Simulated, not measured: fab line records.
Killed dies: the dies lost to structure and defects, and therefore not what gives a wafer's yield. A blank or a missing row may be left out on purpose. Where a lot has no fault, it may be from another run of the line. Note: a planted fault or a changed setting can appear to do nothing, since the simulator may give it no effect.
Chamber matching || flow nand_harc || NHARC_A_CONTACT_ETCH_88 on rie_diel-06: 4 sister chambers
The step etches the open film in CF4, target depth 39 nm, time 65 s. 20 wafers are shown with their chamber, then 10 later ones without.

## WAFERS WITH THEIR CHAMBER
{"wafer": "L074.2", "chamber": 0, "showerhead_plenum_p_Torr (Torr)": 1.81, "drypump_motor_current_A (A)": 6.5, "rf_vpp_V (V)": 150.8}
{"wafer": "L074.3", "chamber": 2, "showerhead_plenum_p_Torr (Torr)": 1.69, "drypump_motor_current_A (A)": 5.3, "rf_vpp_V (V)": 149.8}
{"wafer": "L074.6", "chamber": 2, "showerhead_plenum_p_Torr (Torr)": 1.68, "drypump_motor_current_A (A)": 5.3, "rf_vpp_V (V)": 150.1}
{"wafer": "L075.3", "chamber": 2, "showerhead_plenum_p_Torr (Torr)": 1.68, "drypump_motor_current_A (A)": 5.3, "rf_vpp_V (V)": 150.5}
{"wafer": "L075.5", "chamber": 1, "showerhead_plenum_p_Torr (Torr)": 1.90, "drypump_motor_current_A (A)": 5.9, "rf_vpp_V (V)": 153.4}
{"wafer": "L075.6", "chamber": 2, "showerhead_plenum_p_Torr (Torr)": 1.68, "drypump_motor_current_A (A)": 5.3, "rf_vpp_V (V)": 150.9}
{"wafer": "L077.4", "chamber": 3, "showerhead_plenum_p_Torr (Torr)": 1.69, "drypump_motor_current_A (A)": 5.4, "rf_vpp_V (V)": 150.1}
{"wafer": "L077.5", "chamber": 3, "showerhead_plenum_p_Torr (Torr)": 1.69, "drypump_motor_current_A (A)": 5.4, "rf_vpp_V (V)": 150.3}
{"wafer": "L077.6", "chamber": 0, "showerhead_plenum_p_Torr (Torr)": 1.81, "drypump_motor_current_A (A)": 6.5, "rf_vpp_V (V)": 151.5}
{"wafer": "L076.2", "chamber": 2, "showerhead_plenum_p_Torr (Torr)": 1.68, "drypump_motor_current_A (A)": 5.3, "rf_vpp_V (V)": 148.7}
{"wafer": "L076.3", "chamber": 3, "showerhead_plenum_p_Torr (Torr)": 1.69, "drypump_motor_current_A (A)": 5.4, "rf_vpp_V (V)": 151.6}
{"wafer": "L076.4", "chamber": 1, "showerhead_plenum_p_Torr (Torr)": 1.90, "drypump_motor_current_A (A)": 5.9, "rf_vpp_V (V)": 151.7}
{"wafer": "L078.1", "chamber": 1, "showerhead_plenum_p_Torr (Torr)": 1.90, "drypump_motor_current_A (A)": 5.9, "rf_vpp_V (V)": 152.6}
{"wafer": "L078.2", "chamber": 2, "showerhead_plenum_p_Torr (Torr)": 1.68, "drypump_motor_current_A (A)": 5.3, "rf_vpp_V (V)": 148.9}
{"wafer": "L078.3", "chamber": 3, "showerhead_plenum_p_Torr (Torr)": 1.69, "drypump_motor_current_A (A)": 5.3, "rf_vpp_V (V)": 149.1}
{"wafer": "L083.2", "chamber": 0, "showerhead_plenum_p_Torr (Torr)": 1.80, "drypump_motor_current_A (A)": 6.5, "rf_vpp_V (V)": 152.2}
{"wafer": "L083.4", "chamber": 2, "showerhead_plenum_p_Torr (Torr)": 1.68, "drypump_motor_current_A (A)": 5.3, "rf_vpp_V (V)": 148.9}
{"wafer": "L083.5", "chamber": 2, "showerhead_plenum_p_Torr (Torr)": 1.68, "drypump_motor_current_A (A)": 5.3, "rf_vpp_V (V)": 151.9}
{"wafer": "L082.1", "chamber": 2, "showerhead_plenum_p_Torr (Torr)": 1.68, "drypump_motor_current_A (A)": 5.3, "rf_vpp_V (V)": 149.2}
{"wafer": "L082.2", "chamber": 1, "showerhead_plenum_p_Torr (Torr)": 1.90, "drypump_motor_current_A (A)": 6.0, "rf_vpp_V (V)": 153.3}

SIGNATURES, as means of the wafers listed above
{"reading": "showerhead_plenum_p_Torr", "chamber 0": 1.8067, "chamber 1": 1.9000, "chamber 2": 1.6811, "chamber 3": 1.6900, "scatter within a chamber": 0.00312}
{"reading": "drypump_motor_current_A", "chamber 0": 6.500, "chamber 1": 5.925, "chamber 2": 5.300, "chamber 3": 5.375, "scatter within a chamber": 0.0306}
{"reading": "rf_vpp_V", "chamber 0": 151.500, "chamber 1": 152.750, "chamber 2": 149.878, "chamber 3": 150.275, "scatter within a chamber": 0.979}
Rule: for each reading, subtract the chamber's mean from the wafer's reading, divide by that reading's scatter and square the result; add these up over the readings and take the root, which gives the wafer's distance from the chamber. The wafer belongs to the nearest chamber; if the next one is less than 2 further off, it can't be placed. The scatter: take each reading less its chamber's mean, square it, sum over the shown wafers, divide by the number of wafers less the number of chambers, and take the root.

## WAFERS WITHOUT THEIR CHAMBER
{"wafer": "L082.5", "showerhead_plenum_p_Torr (Torr)": 1.90, "drypump_motor_current_A (A)": 6.0, "rf_vpp_V (V)": 152.7}
{"wafer": "L087.3", "showerhead_plenum_p_Torr (Torr)": 1.80, "drypump_motor_current_A (A)": 6.5, "rf_vpp_V (V)": 151.4}
{"wafer": "L087.4", "showerhead_plenum_p_Torr (Torr)": 1.89, "drypump_motor_current_A (A)": 5.9, "rf_vpp_V (V)": 153.9}
{"wafer": "L087.6", "showerhead_plenum_p_Torr (Torr)": 1.67, "drypump_motor_current_A (A)": 5.3, "rf_vpp_V (V)": 150.0}
{"wafer": "L091.3", "showerhead_plenum_p_Torr (Torr)": 1.67, "drypump_motor_current_A (A)": 5.4, "rf_vpp_V (V)": 150.6}
{"wafer": "L091.4", "showerhead_plenum_p_Torr (Torr)": 1.80, "drypump_motor_current_A (A)": 6.5, "rf_vpp_V (V)": 150.6}
{"wafer": "L091.6", "showerhead_plenum_p_Torr (Torr)": 1.68, "drypump_motor_current_A (A)": 5.4, "rf_vpp_V (V)": 151.5}
{"wafer": "L092.4", "showerhead_plenum_p_Torr (Torr)": 1.67, "drypump_motor_current_A (A)": 5.3, "rf_vpp_V (V)": 151.0}
{"wafer": "L092.5", "showerhead_plenum_p_Torr (Torr)": 1.89, "drypump_motor_current_A (A)": 5.9, "rf_vpp_V (V)": 152.0}
{"wafer": "L092.6", "showerhead_plenum_p_Torr (Torr)": 1.80, "drypump_motor_current_A (A)": 6.5, "rf_vpp_V (V)": 151.3}

## WHICH CHAMBER EACH WENT THROUGH
{"wafer": "L082.5", "from the rows above": 1, "in truth": 1}
{"wafer": "L087.3", "from the rows above": 0, "in truth": 0}
{"wafer": "L087.4", "from the rows above": 1, "in truth": 1}
{"wafer": "L087.6", "from the rows above": 2, "in truth": 2}
{"wafer": "L091.3", "from the rows above": "can't be placed: 2 or 3", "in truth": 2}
{"wafer": "L091.4", "from the rows above": 0, "in truth": 0}
{"wafer": "L091.6", "from the rows above": "can't be placed: 3 or 2", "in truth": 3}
{"wafer": "L092.4", "from the rows above": 2, "in truth": 2}
{"wafer": "L092.5", "from the rows above": 1, "in truth": 1}
{"wafer": "L092.6", "from the rows above": 0, "in truth": 0}
Correctly placed: 8 of 10. Can't be placed from these rows: 2 (the true chamber is among the candidates in 2). Placed wrongly: 0.
